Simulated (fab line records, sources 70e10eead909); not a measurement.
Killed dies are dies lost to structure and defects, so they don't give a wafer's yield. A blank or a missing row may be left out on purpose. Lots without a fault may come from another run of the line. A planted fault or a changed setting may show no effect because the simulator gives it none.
Which tool did it? | flow nand_harc | 14 lots, 42 wafers sampled, at 2 steps of a route of 1302

WHAT THE GAUGES READ, wafer by wafer
NHARC_P_M0_INSPECT_27. Usual: raw_defect_count 345, standard deviation 160.
lot  | measured     | on                | raw_defect_count | flag
L903 | day 6 02:23  | defect_inspect-02 | 278 427 193      |
L904 | day 6 17:48  | defect_inspect-02 | 231 213 276      |
L906 | day 7 09:23  | defect_inspect-01 | 227 133 282      |
L907 | day 7 21:19  | defect_inspect-01 | 177 413 366      |
L909 | day 8 15:32  | defect_inspect-02 | 352 652 435      |
L910 | day 8 20:01  | defect_inspect-01 | 390 388 296      |
L918 | day 12 08:19 | defect_inspect-02 | 446 617 297      |
L919 | day 12 22:20 | defect_inspect-02 | 511 351 359      |
L920 | day 13 07:40 | defect_inspect-02 | 224 406 157      |
L923 | day 14 05:29 | defect_inspect-02 | 238 216 189      |
L922 | day 14 06:19 | defect_inspect-02 | 232 243 302      |
L924 | day 14 17:49 | defect_inspect-02 | 221 251 440      |
L925 | day 15 06:38 | defect_inspect-02 | 208 585 463      |
L926 | day 15 20:17 | defect_inspect-02 | 365 240 321      |

NHARC_P_M1_OVL_MEAS_10: pitch 260 nm. Usual: overlay_x_nm 0.1 nm, standard deviation 0.81; overlay_y_nm 0.0 nm, standard deviation 0.84.
lot  | measured     | on         | overlay_x_nm (nm) | overlay_y_nm (nm) | flag
L903 | day 6 03:52  | overlay-01 | 0.0 0.3 -0.1      | 0.4 0.6 0.1       |
L904 | day 6 19:16  | overlay-01 | 0.3 0.9 0.4       | 1.7 0.9 1.5       |
L906 | day 7 11:04  | overlay-02 | -1.5 -1.2 -1.0    | -0.2 -0.5 -0.3    |
L907 | day 7 22:48  | overlay-01 | 0.1 0.8 0.4       | -0.6 -0.4 -0.4    |
L909 | day 8 17:01  | overlay-02 | -0.6 0.2 0.5      | -0.6 -0.2 -0.4    |
L910 | day 8 21:28  | overlay-02 | 2.1 1.8 2.1       | 2.2 2.7 2.1       |
L918 | day 12 09:48 | overlay-01 | 0.4 0.3 0.4       | 0.3 0.0 0.6       |
L919 | day 12 23:42 | overlay-02 | 0.2 -0.6 -0.1     | -1.2 -1.0 -1.1    |
L920 | day 13 09:09 | overlay-01 | -0.6 -0.9 -0.7    | -0.5 -0.4 -0.7    |
L923 | day 14 07:01 | overlay-01 | -0.2 -0.4 -0.7    | 0.1 0.1 0.4       |
L922 | day 14 07:47 | overlay-01 | -0.2 0.0 0.1      | 0.7 0.6 0.5       |
L924 | day 14 19:19 | overlay-02 | 0.6 0.0 0.4       | -0.3 -0.2 -0.9    |
L925 | day 15 07:59 | overlay-01 | -1.2 -0.5 -0.6    | -1.1 -1.3 -1.5    |
L926 | day 15 21:47 | overlay-02 | 0.4 -0.1 0.5      | 1.6 1.3 1.8       |

WHICH TOOL RAN EACH LOT (tool, then ch and the chambers of the sampled wafers, then the start)
The record holds no process step before these readings.

WHAT THE TOOLS THEMSELVES READ (means of the sampled wafers that have a number; where no wafer has one, the mark that the record gives instead)
The record holds no such reading with a usual standard deviation.

THE ANSWER, worked out from the rows above alone
Rule: a lot is off if the mean of its wafers that have a number lies more than 3 standard deviations from the usual mean. A lot without any number at a reading at which 4 lots or more have one is off too. The other lots that the step has rows for count as sound. The gauges are gone through in route order, then the tools' own readings, and for those a lot's mean is taken as printed above. The first step at which some lot is off is used, and at that step the reading that is off furthest; a lot without a number counts as furthest.
No lot is off at any reading shown: from this, nothing can be told.

WHAT THE SIMULATOR HAD PUT IN
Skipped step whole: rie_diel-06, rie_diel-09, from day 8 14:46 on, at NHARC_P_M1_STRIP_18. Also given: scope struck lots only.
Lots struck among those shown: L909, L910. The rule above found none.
